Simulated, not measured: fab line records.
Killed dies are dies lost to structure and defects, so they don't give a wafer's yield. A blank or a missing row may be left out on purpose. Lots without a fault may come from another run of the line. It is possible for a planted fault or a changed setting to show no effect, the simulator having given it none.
Split-lot experiment | flow n5Finfet | route with 1938 steps; 7 lots, 21 wafers read

== ON THE SPLIT ==
At N5_BEOL_M13_ETCH_68 (etches SOC in N2/H2, time 355 s), the setting timeS was moved away from the recipe's 355 s on 7 of the 21 wafers read, by -12.5% to +12.0%. This setting was run at the recipe's value on the other wafers.

The reading is taken at the split's own step.

== THE READING ==
SiARC_of_BEOL_M13_COAT_66.thkNm (the simulator's own value, which no gauge read), in nm, at N5_BEOL_M13_ETCH_68 (etches SOC in N2/H2, time 355 s). The file gives no usual value for it. Across the 14 wafers here that went through the recipe, the average is 77.5 nm and the standard deviation 0.66 nm.

wafer  | tool, chamber at the split | timeS as run, s | against the recipe | SiARC_of_BEOL_M13_COAT_66.thkNm, nm | against lot-mates on the recipe
L075.1 | rieDiel-02, 3              | 355             | recipe             | 77.6                                | -
L075.3 | rieDiel-02, 0              | 355             | recipe             | 76.4                                | -
L075.4 | rieDiel-02, 1              | 355             | recipe             | 77                                  | -
L081.1 | rieDiel-05, 1              | 355             | recipe             | 77                                  | -
L081.2 | rieDiel-05, 0              | 355             | recipe             | 77.8                                | -
L081.6 | rieDiel-05, 1              | 355             | recipe             | 77.2                                | -
L086.3 | rieDiel-02, 2,3            | 310.5           | -12.5%             | 81.4                                | +5.4
L086.6 | rieDiel-02, 2,3            | 310.5           | -12.5%             | 81.4                                | +5.4
L086.5 | rieDiel-02, 0              | 355             | recipe             | 76                                  | -
L090.1 | rieDiel-02, 3              | 355             | recipe             | 78.4                                | -
L090.3 | rieDiel-02, 2              | 355             | recipe             | 78                                  | -
L090.6 | rieDiel-02, 2              | 355             | recipe             | 78                                  | -
L094.1 | rieDiel-05, 0              | 355             | recipe             | 78                                  | -
L094.3 | rieDiel-05, 3              | 317.6           | -10.5%             | 81                                  | +3.0
L094.5 | rieDiel-05, 3              | 317.6           | -10.5%             | 81.2                                | +3.2
L095.1 | rieDiel-02, 2              | 355             | recipe             | 78                                  | -
L095.2 | rieDiel-02, 1              | 355             | recipe             | 77.8                                | -
L095.4 | rieDiel-02, 0              | 355             | recipe             | 77.2                                | -
L097.3 | rieDiel-04, 3,1            | 397.5           | +12.0%             | 73.2                                | no lot-mate on the recipe
L097.4 | rieDiel-04, 3,1            | 397.5           | +12.0%             | 73.2                                | no lot-mate on the recipe
L097.6 | rieDiel-04, 2              | 397.5           | +12.0%             | 73.6                                | no lot-mate on the recipe
The file does not say which wafer passed through which chamber wherever a row lists several chambers: such a row stands for several wafers.

THE FIT
A straight line over all 21 wafers: SiARC_of_BEOL_M13_COAT_66.thkNm changes by -0.335 nm for each +1% of timeS; r = -0.97; the points scatter about the line by 0.58 nm.
The same after taking each lot's own level away (the mean of its wafers on the recipe; 18 wafers): -0.376 nm for each +1%; r = -0.97; scatter 0.5 nm.
According to that fit, moving timeS by its largest amount changes the reading by 4.7 nm.
The span of the lots' own levels, 76.00 to 78.13 nm, comes to 3.2 times the standard deviation stated above.
Thus the slope moves with the lot-to-lot level: the two fits are different.
Check: +4.4 nm against its lot-mates is what the line predicts for one of the wafers moved furthest among these (-12.5%) when that wafer is left out of the fit. Against them it came out at +5.4 nm.

== ADDITIONAL SPLITS CARRIED BY THESE WAFERS ==
These wafers also went through other splits before the reading. Each is held against what the fit with the lots' levels taken away leaves over:
other split on the same wafers | wafers away from the commonest value | r with SiARC_of_BEOL_M13_COAT_66.thkNm (lot level and that fit taken away)
N5_BEOL_M9_EXPOSE_08 doseMj    | 9                                    | +0.22
N5_BEOL_M11_COAT_64 spinRpm    | 3                                    | +0.36
N5_BEOL_M11_COAT_22 spinRpm    | 6                                    | +0.02

== FILE'S OWN FIT ==
SiARC_of_BEOL_M13_COAT_66.thkNm changes by -0.374 nm for each +1% of timeS, r = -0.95.
